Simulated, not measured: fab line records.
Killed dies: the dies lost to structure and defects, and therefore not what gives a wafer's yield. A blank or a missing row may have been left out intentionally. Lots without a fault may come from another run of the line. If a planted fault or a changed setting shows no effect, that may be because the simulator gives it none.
Chamber matching    flow nandHarc    NHARC_P_M0_STRIP_18 on rieDiel-04: 4 sister chambers
The step strips in N2/H2. 14 wafers are shown with their chamber, then 7 later ones without.

EACH WAFER AND ITS CHAMBER
wafer   chamber  showerheadPlenumPTorr (Torr)  rfVppV (V)  oesProductAu (a.u.)
L076.1  3        2.20                          92.5        0.997
L076.2  1        2.00                          92.3        1.007
L076.5  3        2.20                          92.8        0.987
L075.4  3        2.20                          91.2        0.990
L075.5  0        1.92                          89.7        1.005
L075.6  1        2.00                          88.9        1.007
L078.2  1        2.00                          90.3        1.006
L078.3  2        1.91                          89.8        1.002
L078.4  0        1.92                          89.7        1.008
L081.2  2        1.90                          88.9        1.012
L081.4  0        1.92                          90.3        1.003
L081.5  0        1.92                          89.9        1.022
L092.1  3        2.19                          91.7        0.990
L092.3  2        1.90                          89.7        0.989

SIGNATURES, as means of the wafers listed above
reading                chamber 0  chamber 1  chamber 2  chamber 3  scatter within a chamber
showerheadPlenumPTorr  1.9200     2.0000     1.9033     2.1975     0.00376
rfVppV                 89.900     90.500     89.467     92.050     0.904
oesProductAu           1.00950    1.00667    1.00100    0.99100    0.00736
Rule: a wafer's distance from a chamber is the root of the sum, over the readings, of the square of ((its reading less the chamber's mean) divided by the reading's scatter). The wafer belongs to the nearest chamber; if the next one is less than 2 further off, it can't be placed. How the scatter is found: for the shown wafers, subtract from each reading the mean of its chamber, square and add these, divide the total by (wafers less chambers), then take the root.

WAFERS WHOSE CHAMBER IS MISSING
wafer   showerheadPlenumPTorr (Torr)  rfVppV (V)  oesProductAu (a.u.)
L092.4  2.00                          89.4        0.995
L093.3  1.91                          90.3        1.001
L093.5  1.91                          90.8        1.000
L093.6  2.00                          90.4        1.009
L094.1  2.19                          90.3        0.993
L094.2  1.90                          89.5        1.002
L094.6  1.90                          89.6        1.002

CHAMBER TAKEN BY EACH
wafer   from the rows above      in truth
L092.4  1                        1
L093.3  can't be placed: 2 or 0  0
L093.5  can't be placed: 2 or 0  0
L093.6  1                        1
L094.1  3                        3
L094.2  2                        2
L094.6  2                        2
5 of 7 placed correctly. Can't be placed from these rows: 2 (the true chamber is among the candidates in 2). Wrongly placed: 0.
